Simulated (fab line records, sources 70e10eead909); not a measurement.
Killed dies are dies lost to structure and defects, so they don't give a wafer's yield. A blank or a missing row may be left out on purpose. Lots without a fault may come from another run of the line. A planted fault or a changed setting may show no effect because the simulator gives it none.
fab line records | flow nand_harc
record lots=12 wafers=36 last_day=33
route steps=1302 shown P_STI@89 P_GATE@122
lots that met no fault: from a run of the same line without faults
start_h: hours from the record's first day to the start of the lot's first wafer shown | wait_h: hours since the lot's step before | " the same as in the row above | L1.1+2: a row that stands for several wafers | - no value, or no start given | * or withheld: withheld | < > ~ a bound
route shown NAME@n: a module of which the file shows steps, and the number in the route of the first | usual: mean/standard deviation of fault-free wafers | same: alike in all rows | chamber/n: place in a boat | sites: the reading at each site | _std_site: their standard deviation | _edge_site: outer sites' mean less inner sites' | radius_mm: how far each site lies from the wafer's centre | mask NAME#n: copy n | behind: the tool/chamber that last shaped the wafer | hold: why the lot was held/for how many hours/how that ended | device: the transistor (n, p or np) that didn't switch | end of line: the same wafers' tests at the end of the route | a step without rows: its recipe alone | killed: dies lost to structure and defects at the first sort, not the wafer's yield | map: a wafer's dies, x killed, . not, _ none there
set.NAME: the setting as run; set.NAME@STEP: as run at that earlier step | model.NAME: the simulator's own value behind a step, which no gauge read
steps of the route over a sample of lots; a table a step, a row a wafer
services: from which hour (start_h, from the record's first day; less than 0 if before it) a tool's chamber was out of use, for how many hours, and why
## steps
# step NHARC_P_STI_ETCH_31
# recipe target_depth_a=1089 time_s=54.5 cf4_flow_sccm=100 chf3_flow_sccm=30 ar_flow_sccm=0 rf_w=500 bias_w=200 chemistry=CF4/CHF3
# usual drypump_motor_current_A=5.6/0.4 oes_product_au=0.963/0.018 rf_fwd_power_W=494.5/2.1 rf_vpp_V=371.1/2.3 showerhead_plenum_p_Torr=1.59/0.072 throttle_valve_pct=16.802/0.0096
# columns lot.wafer tool chamber start_h wait_h drypump_motor_current_A oes_product_au rf_fwd_power_W rf_hours_counter_h rf_vpp_V showerhead_plenum_p_Torr throttle_valve_pct
L873.3 rie_diel-09 1 - - 4.9 0.977 492.7 8 373.7 1.67 16.803
L873.4 " 3 " " 5.5 0.981 495.2 7 373.3 1.68 16.814
L873.5 " 1 " " 4.9 0.974 492.4 - 373.7 1.67 16.818
L874.3 rie_diel-06 1 - - 5.7 0.968 492.2 5 373.6 1.64 16.807
L874.5 " 0 " " 5.6 0.956 496.9 - 370.1 1.54 16.816
L874.4 " 1 " " 5.7 0.960 494.0 - 372.9 1.64 16.797
L875.1 rie_diel-11 0 - - 5.3 0.982 490.2 8 369.0 1.53 16.805
L875.4 " 3 " " 6.0 0.959 496.1 7 371.2 1.56 16.788
L875.5 " 0 " " 5.3 0.991 491.9 - 369.3 1.53 16.785
L877.4 rie_diel-09 1 - - 4.9 0.943 491.9 13 372.5 1.67 16.797
L877.1 " 0 " " 5.3 0.961 497.5 11 369.2 1.53 16.805
L877.5 " 1 " " 4.9 0.952 491.9 - 373.7 1.67 16.790
L878.1 rie_diel-11 1 - - 6.1 0.968 492.7 1 374.6 1.68 16.821
L878.3 " 3 " " 6.0 0.971 491.7 1 370.0 1.55 16.818
L878.6 " 1 " " 6.1 0.968 495.2 - 374.0 1.68 16.799
L879.3 rie_diel-06 1 - - 5.7 0.967 496.9 8 373.0 1.64 16.813
L879.2 " 3 " " 6.1 0.975 495.1 7 367.7 1.49 16.805
L879.6 " 1 " " 5.7 0.957 496.7 - 370.0 1.64 16.792
L882.4 rie_diel-11 1 - - 6.1 0.958 496.1 2 375.1 1.68 16.795
L882.3 " 0 " " 5.3 0.969 492.2 3 369.5 1.53 16.813
L882.5 " 1 " " 6.1 0.960 496.3 - 374.4 1.68 16.781
L889.2 rie_diel-06 1 - - 5.7 0.933 494.5 4 372.4 1.64 16.811
L889.4 " 3 " " 6.1 0.935 494.7 - 367.6 1.48 16.796
L889.6 " 1 " " 5.7 0.942 496.0 - 372.7 1.64 16.808
L892.2 rie_diel-09 3 - - 5.4 0.981 492.9 9 373.7 1.67 16.797
L892.1 " 0 " " 5.3 0.971 496.6 9 369.6 1.53 16.806
L892.5 " 3 " " 5.5 0.975 494.4 - 373.2 1.67 16.807
L893.2 rie_diel-06 1 - - 5.7 0.973 497.1 6 373.0 1.64 16.801
L893.3 " 0 " " 5.6 0.953 495.7 6 370.2 1.54 16.805
L893.4 " 1 " " 5.7 0.972 496.0 - 372.6 1.64 16.806
L894.2 rie_diel-09 3 - - 5.4 0.985 495.4 12 374.0 1.67 16.805
L894.3 " 1 " " 4.9 0.972 489.5 10 373.9 1.67 16.815
L894.5 " 0 " " 5.3 0.981 495.0 - 369.2 1.53 16.787
L895.1 rie_diel-09 2 - - 5.3 0.931 496.2 12 368.3 1.50 16.809
L895.2 " 3 " " 5.4 0.945 495.5 13 373.0 1.67 16.799
L895.3 " 0 " " 5.4 0.959 493.3 13 369.0 1.53 16.793
# step NHARC_P_GATE_CD_MEAS_11
# recipe target_cd_nm=1640 landing_energy_ev=500
# usual cd_nm=1641.8/2.6
# columns lot.wafer tool chamber start_h wait_h cd_nm
L873.3 cd_sem-01 0 88.61 - 1640.0
L873.4 " 0 " " 1644.5
L873.5 " 0 " " 1643.9
L874.3 cd_sem-02 0 106.51 - 1642.6
L874.4 " 0 " " 1647.6
L874.5 " 0 " " 1646.0
L875.1 cd_sem-01 0 106.67 - 1644.9
L875.4 " 0 " " 1639.9
L875.5 " 0 " " 1637.7
L877.1 cd_sem-01 0 131.38 - 1638.8
L877.4 " 0 " " 1638.7
L877.5 " 0 " " 1643.4
L878.1 cd_sem-03 0 148.99 - 1638.8
L878.3 " 0 " " 1640.0
L878.6 " 0 " " 1642.6
L879.2 cd_sem-02 0 152.55 - 1641.2
L879.3 " 0 " " 1643.6
L879.6 " 0 " " 1643.8
L882.3 cd_sem-01 0 180.18 - 1645.9
L882.4 " 0 " " 1644.9
L882.5 " 0 " " 1645.9
L889.2 cd_sem-01 0 248.23 - 1643.6
L889.4 " 0 " " 1640.0
L889.6 " 0 " " 1641.6
L892.1 cd_sem-03 0 284.01 - 1645.1
L892.2 " 0 " " 1646.2
L892.5 " 0 " " 1641.5
L893.2 cd_sem-01 0 298.00 - 1644.8
L893.3 " 0 " " 1638.9
L893.4 " 0 " " 1643.9
L894.2 cd_sem-03 0 302.76 - 1646.2
L894.3 " 0 " " 1639.1
L894.5 " 0 " " 1639.9
L895.1 cd_sem-03 0 319.34 - 1642.3
L895.2 " 0 " " 1638.4
L895.3 " 0 " " 1644.0
# step NHARC_P_GATE_HM_DEP_102
# recipe target_thk_a=1200 temp_c=400 material=aC
# usual susceptor_temp_C=399.97/0.23 throttle_valve_pct=35.001/0.0095
# columns lot.wafer tool chamber start_h wait_h susceptor_temp_C throttle_valve_pct
L873.3 acl_dep-01 0 104.19 3.5 400.28 34.993
L873.4 " 0 " " 399.77 35.010
L873.5 " 0 " " 399.99 35.006
L874.3 acl_dep-02 0 120.21 0.6 400.14 35.009
L874.4 " 0 " " 399.79 35.010
L874.5 " 0 " " 399.75 34.998
L875.1 acl_dep-01 0 120.26 0.6 399.83 35.007
L875.4 " 0 " " 399.96 34.995
L875.5 " 0 " " 400.07 35.003
L877.1 acl_dep-02 0 146.68 2.5 - 34.999
L877.4 " 0 " " - 35.012
L877.5 " 0 " " - 34.983
L878.1 acl_dep-02 0 166.47 2.8 400.06 34.985
L878.3 " 0 " " 400.13 35.002
L878.6 " 0 " " 400.52 34.997
L879.2 acl_dep-03 0 166.59 2.9 399.76 35.015
L879.3 " 0 " " 399.87 35.009
L879.6 " 0 " " 399.72 35.033
L882.3 acl_dep-02 0 192.74 0.6 400.28 35.004
L882.4 " 0 " " 400.50 34.994
L882.5 " 0 " " 400.23 35.012
L889.2 acl_dep-03 0 261.28 0.9 400.00 35.028
L889.4 " 0 " " 400.36 34.997
L889.6 " 0 " " 400.26 35.009
L892.1 acl_dep-03 0 296.91 0.4 400.02 35.010
L892.2 " 0 " " 400.22 34.994
L892.5 " 0 " " 400.02 34.998
L893.2 acl_dep-02 0 319.68 9.0 399.96 34.997
L893.3 " 0 " " 399.98 34.989
L893.4 " 0 " " 399.98 34.986
L894.2 acl_dep-02 0 322.17 6.9 - 34.999
L894.3 " 0 " " - 35.011
L894.5 " 0 " " - 34.987
L895.1 acl_dep-03 0 331.79 0.4 399.90 34.999
L895.2 " 0 " " 399.85 34.990
L895.3 " 0 " " 399.64 35.003
# step NHARC_P_GATE_ETCH_104
# recipe target_depth_a=600 time_s=withheld cf4_flow_sccm=100 chf3_flow_sccm=30 ar_flow_sccm=0 rf_w=500 bias_w=200 chemistry=CF4/CHF3
# usual drypump_motor_current_A=5.7/0.56 oes_product_au=0.950/0.027 rf_fwd_power_W=492.5/2.4 rf_vpp_V=370.4/2.4 showerhead_plenum_p_Torr=1.57/0.07 throttle_valve_pct=16.803/0.0088
# columns lot.wafer tool chamber start_h wait_h drypump_motor_current_A oes_product_au rf_fwd_power_W rf_vpp_V showerhead_plenum_p_Torr throttle_valve_pct
L873.4 rie_diel-02 1 105.59 0.1 4.8 0.904 493.8 368.7 1.51 16.815
L873.3 " 2 " " 5.7 0.928 489.1 369.0 1.55 16.795
L873.5 " 1 " " 4.8 0.901 491.4 367.5 1.50 16.805
L874.3 rie_diel-12 2 121.62 0.1 6.2 0.966 491.0 374.0 1.67 16.802
L874.4 " 0 " " 6.6 0.969 492.6 372.9 1.66 16.809
L874.5 " 1 " " 5.8 0.966 493.6 369.2 1.52 16.793
L875.4 rie_diel-03 0 121.91 0.1 5.5 0.955 493.2 369.9 1.56 16.809
L875.1 " 1 " " 5.3 0.980 493.7 368.0 1.50 16.811
L875.5 " 0 " " 5.5 0.958 496.7 369.0 1.56 16.809
L877.1 rie_diel-12 1 148.31 0.1 5.8 0.906 493.2 370.5 1.52 16.804
L877.4 " 3 " " 5.7 0.948 489.3 371.1 1.58 16.814
L877.5 " 1 " " 5.8 0.922 493.2 368.8 1.52 16.802
L878.3 rie_diel-12 0 167.97 0.1 6.6 1.013 551.5 373.8 1.65 16.803
L878.1 " 1 " " 5.8 1.026 553.5 369.0 1.52 16.802
L878.6 " 1 " " 5.8 1.031 552.3 369.8 1.52 16.798
L879.2 rie_diel-02 0 168.12 0.1 5.8 0.911 493.6 375.5 1.69 16.804
L879.3 " 1 " " 4.8 0.909 491.9 367.2 1.50 16.804
L879.6 " 0 " " 5.8 0.918 494.7 374.3 1.69 16.805
L882.3 rie_diel-12 1 194.15 0.1 5.8 0.983 552.3 369.0 1.52 16.790
L882.4 " 2 " " 6.2 0.993 547.3 373.0 1.67 16.790
L882.5 " 0 " " 6.6 0.973 553.0 372.8 1.65 16.786
L889.2 rie_diel-12 3 262.80 0.1 5.7 0.999 489.8 370.7 1.57 16.795
L889.4 " 0 " " 6.6 0.972 491.1 372.9 1.65 16.799
L889.6 " 2 " " 6.2 0.964 490.0 373.2 1.66 16.783
L892.2 rie_diel-12 3 298.40 0.1 5.7 0.942 489.4 370.5 1.57 16.800
L892.1 " 0 " " 6.6 0.929 491.7 373.6 1.65 16.808
L892.5 " 3 " " 5.7 0.928 486.6 371.1 1.57 16.803
L893.4 rie_diel-02 3 321.48 0.4 4.8 0.926 497.2 367.1 1.48 16.798
L893.3 " 0 " " 5.8 0.923 495.2 374.7 1.69 16.794
L893.2 " 2 " " 5.7 0.922 490.7 368.1 1.55 16.812
L894.3 rie_diel-03 3 323.59 0.1 5.0 0.971 494.5 368.3 1.49 16.795
L894.2 " 1 " " 5.2 0.980 491.4 367.9 1.50 16.816
L894.5 " 0 " " 5.5 0.969 492.8 369.7 1.56 16.794
L895.1 rie_diel-12 0 333.41 0.1 6.6 0.952 491.3 371.8 1.65 16.804
L895.2 " 1 " " 5.8 0.943 494.3 366.5 1.52 16.792
L895.3 " 3 " " 5.7 0.943 491.7 372.0 1.57 16.817
## services
# columns tool chamber start_h hours kind
rie_diel-02 - 39.70 9.0 pm
rie_diel-06 1 56.90 3.6 repair
rie_diel-06 2 59.55 11.7 repair
acl_dep-02 - 63.23 13.0 pm
rie_diel-12 - 91.40 9.0 pm
rie_diel-06 0 98.68 1.9 repair
acl_dep-03 - 119.49 13.0 pm
rie_diel-09 2 123.24 2.4 repair
rie_diel-06 - 130.20 9.0 pm
rie_diel-09 - 143.14 9.0 pm
rie_diel-06 2 201.96 13.4 repair
rie_diel-09 - 207.42 0.2 repair
rie_diel-09 3 214.69 4.7 repair
rie_diel-09 1 226.65 14.5 repair
acl_dep-02 - 232.30 0.3 repair
rie_diel-12 3 236.02 4.3 repair
acl_dep-02 - 244.29 13.0 pm
rie_diel-06 2 253.06 3.2 repair
rie_diel-12 2 266.34 1.9 repair
rie_diel-12 - 268.40 9.0 pm
acl_dep-03 - 302.18 13.0 pm
rie_diel-06 - 307.20 9.0 pm
rie_diel-09 3 315.29 3.7 repair
rie_diel-09 - 320.14 9.0 pm
## key
first_sign step=NHARC_P_GATE_ETCH_104 reading=rf_fwd_power_W direction=up sigmas=25 usual=* struck=*
effect step=NHARC_P_GATE_ETCH_104 reading=oes_product_au direction=up sigmas=2 usual=0.950 struck=1.003
met_at NHARC_P_GATE_ETCH_104
struck_lots L878,L882
tester_left_out L878,L882
not_acting_at NHARC_P_STI_ETCH_31,NHARC_P_GATE_CD_MEAS_11,NHARC_P_GATE_HM_DEP_102
onset_between 148.31 167.97
fault kind=process_parameter_drift tool=rie_diel-12 chamber=- onset_h=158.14 steps=NHARC_P_GATE_ETCH_104 channel=rf_w offset=* shape=step end_h=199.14 acts_in=* stated=*
# tester_left_out: of these lots the tester's yield and bins aren't shown, on N5 and GAA mostly nor the transistor test; their killed dies are dies lost to structure and defects alone, not to doping, threshold or leakage, so they don't give the yield
